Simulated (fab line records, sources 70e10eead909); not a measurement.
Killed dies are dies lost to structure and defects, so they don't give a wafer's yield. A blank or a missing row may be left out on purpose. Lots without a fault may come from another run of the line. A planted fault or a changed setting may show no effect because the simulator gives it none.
Chamber matching | flow nand_harc | NHARC_A_STAIRCASE_CMP_152 on cmp-03: 4 sister chambers
The step polishes. 4 wafers are shown with their chamber, then 9 later ones without.

WAFERS WITH THEIR CHAMBER
wafer  | chamber | motor_current_A (A)
L089.6 | 0       | 14.3
L090.2 | 3       | 9.3
L090.4 | 2       | 12.5
L090.6 | 1       | 12.0

WAFERS WITHOUT THEIR CHAMBER
wafer  | motor_current_A (A)
L093.1 | 14.0
L093.2 | 12.9
L093.3 | 9.8
L091.1 | 12.2
L091.3 | 14.1
L091.6 | 13.5
L094.3 | 12.1
L094.4 | 11.8
L094.6 | 9.9

WHICH CHAMBER EACH WENT THROUGH
wafer  | from the rows above          | in truth
L093.1 | 0                            | 0
L093.2 | can't be placed: 2 or 1      | 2
L093.3 | 3                            | 3
L091.1 | can't be placed: 1 or 2      | 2
L091.3 | 0                            | 0
L091.6 | can't be placed: 0 or 2 or 1 | 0
L094.3 | can't be placed: 1 or 2      | 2
L094.4 | can't be placed: 1 or 2      | 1
L094.6 | 3                            | 3
Placed correctly: 4 of 9. Can't be placed from these rows: 5 (the true chamber is among the candidates in 5). Placed wrongly: 0.
How it was worked out, from the rows above alone: a wafer's distance from a chamber is the root of the sum, over the readings, of the square of ((its reading less the chamber's mean) divided by the reading's scatter). The wafer belongs to the nearest chamber; if the next one is less than 2 further off, it can't be placed. A chamber's mean is the mean of its shown wafers. The scatter: with one shown wafer a chamber, the root of the mean of the squares of how far each hidden wafer lies from its nearest shown one.
